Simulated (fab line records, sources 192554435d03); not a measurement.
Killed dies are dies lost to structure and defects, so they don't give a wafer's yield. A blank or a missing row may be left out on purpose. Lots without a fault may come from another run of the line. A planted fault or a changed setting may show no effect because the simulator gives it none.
Which tool did it? | flow n5_finfet | 12 lots, 36 wafers sampled, at 2 steps of a route of 1938

WHAT THE GAUGES READ, wafer by wafer
N5_BEOL_M5_CD_MEAS_11: target cd 27.74 nm.
lot  | measured     | on        | cd_nm (nm)
L077 | day 8 14:51  | cd_sem-02 | 27.94 28.35 28.37
L074 | day 8 23:24  | cd_sem-03 | 28.10 28.20 28.22
L078 | day 9 09:41  | cd_sem-02 | 28.27 28.02 28.39
L081 | day 9 16:46  | cd_sem-01 | 27.95 28.27 28.06
L083 | day 10 11:39 | cd_sem-01 | 28.36 28.34 28.01
L085 | day 11 05:12 | cd_sem-01 | 28.34 28.11 27.76
L087 | day 11 14:17 | cd_sem-03 | 27.80 27.92 28.01
L089 | day 11 22:20 | cd_sem-03 | 28.10 28.62 28.03
L090 | day 12 12:59 | cd_sem-02 | 28.03 28.31 28.18
L094 | day 12 22:28 | cd_sem-01 | 27.81 28.35 28.12
L095 | day 13 14:00 | cd_sem-02 | 27.86 27.97 28.35
L097 | day 13 16:25 | cd_sem-03 | 27.95 27.91 27.92

WHICH TOOL RAN EACH LOT (tool, then ch and the chambers of the sampled wafers, then the start)
lot  | N5_BEOL_M5_PECVD_70
L077 | pecvd-03 ch 1,2, day 8 14:13
L074 | pecvd-01 ch 0,2, day 8 19:10
L078 | pecvd-02 ch 0,1,2, day 9 07:05
L081 | pecvd-02 ch 0,1, day 9 15:26
L083 | pecvd-02 ch 0,1, day 10 10:47
L085 | pecvd-02 ch 0,2, day 11 03:21
L087 | pecvd-02 ch 0,1, day 11 12:27
L089 | pecvd-03 ch 0,1, day 11 21:25
L090 | pecvd-01 ch 0,1, day 12 09:57
L094 | pecvd-01 ch 1,2, day 12 21:26
L095 | pecvd-02 ch 1,2, day 13 12:59
L097 | pecvd-01 ch 0,1,2, day 13 15:45
- N5_BEOL_M5_PECVD_70: deposits SiO2 from TEOS/O2, target thk 16 nm, time 18 s.

THE ANSWER, worked out from the rows above alone
Rule: what is usual is taken from the lots themselves. Put in order of their means at a reading, lots are off if they are a third of the lots or fewer, leave a main group of 4 or more, and stand apart from it by a gap of 3 or more times the standard deviation of the main group's means; of several such gaps the widest counts. A main group whose means are all the same, to the digits that the tables above print for the reading, isn't used. A lot without any number at a reading at which 4 lots or more have one is off too. The other lots that the step has rows for count as sound.
No lot is off at any reading shown: from this, nothing can be told.

WHAT THE SIMULATOR HAD PUT IN
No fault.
